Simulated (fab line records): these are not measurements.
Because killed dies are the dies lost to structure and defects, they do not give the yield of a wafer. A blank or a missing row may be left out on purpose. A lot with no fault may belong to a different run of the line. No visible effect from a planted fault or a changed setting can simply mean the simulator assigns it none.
Chamber matching + flow n5-finfet + N5_BEOL_M0_SAQP_STRIP_75 on rie-diel-02: 4 sister chambers
The step strips in CF4. 8 wafers are shown with their chamber, then 8 later ones without.

== WAFERS WITH THEIR CHAMBER ==
| wafer  | chamber | drypump-motor-current-A (A) | showerhead-plenum-p-Torr (Torr) |
|--------|---------|-----------------------------|---------------------------------|
| L074.3 | 2       | 5.9                         | 1.73                            |
| L084.1 | 3       | 5.4                         | 1.91                            |
| L084.3 | 0       | 5.8                         | 1.76                            |
| L084.5 | 1       | 4.8                         | 1.81                            |
| L086.3 | 2       | 5.8                         | 1.72                            |
| L086.5 | 1       | 4.8                         | 1.81                            |
| L086.6 | 0       | 5.8                         | 1.76                            |
| L093.1 | 3       | 5.4                         | 1.90                            |

== WAFERS WITHOUT THEIR CHAMBER ==
| wafer  | drypump-motor-current-A (A) | showerhead-plenum-p-Torr (Torr) |
|--------|-----------------------------|---------------------------------|
| L093.3 | 5.8                         | 1.72                            |
| L093.6 | 5.8                         | 1.75                            |
| L094.1 | 5.8                         | 1.72                            |
| L094.3 | 5.8                         | 1.75                            |
| L094.4 | 5.4                         | 1.90                            |
| L095.1 | 5.8                         | 1.75                            |
| L095.3 | 5.8                         | 1.71                            |
| L095.6 | 5.8                         | 1.72                            |

== EACH ONE'S CHAMBER ==
| wafer  | from the rows above | in truth |
|--------|---------------------|----------|
| L093.3 | 2                   | 2        |
| L093.6 | 0                   | 0        |
| L094.1 | 2                   | 2        |
| L094.3 | 0                   | 0        |
| L094.4 | 3                   | 3        |
| L095.1 | 0                   | 0        |
| L095.3 | 2                   | 2        |
| L095.6 | 2                   | 2        |
Correctly placed: 8 of 8. Not placeable from these rows: 0. Number placed wrongly: 0.
How it was worked out, from the rows above alone: a wafer's distance from a chamber is the root of the sum, over the readings, of the square of ((its reading less the chamber's mean) divided by the reading's scatter). The wafer belongs to the nearest chamber; if the next one is less than 2 further off, it can't be placed. For every chamber, the mean is computed from those of its wafers that are shown. How the scatter is found: for the shown wafers, subtract from each reading the mean of its chamber, square and add these, divide the total by (wafers less chambers), then take the root.
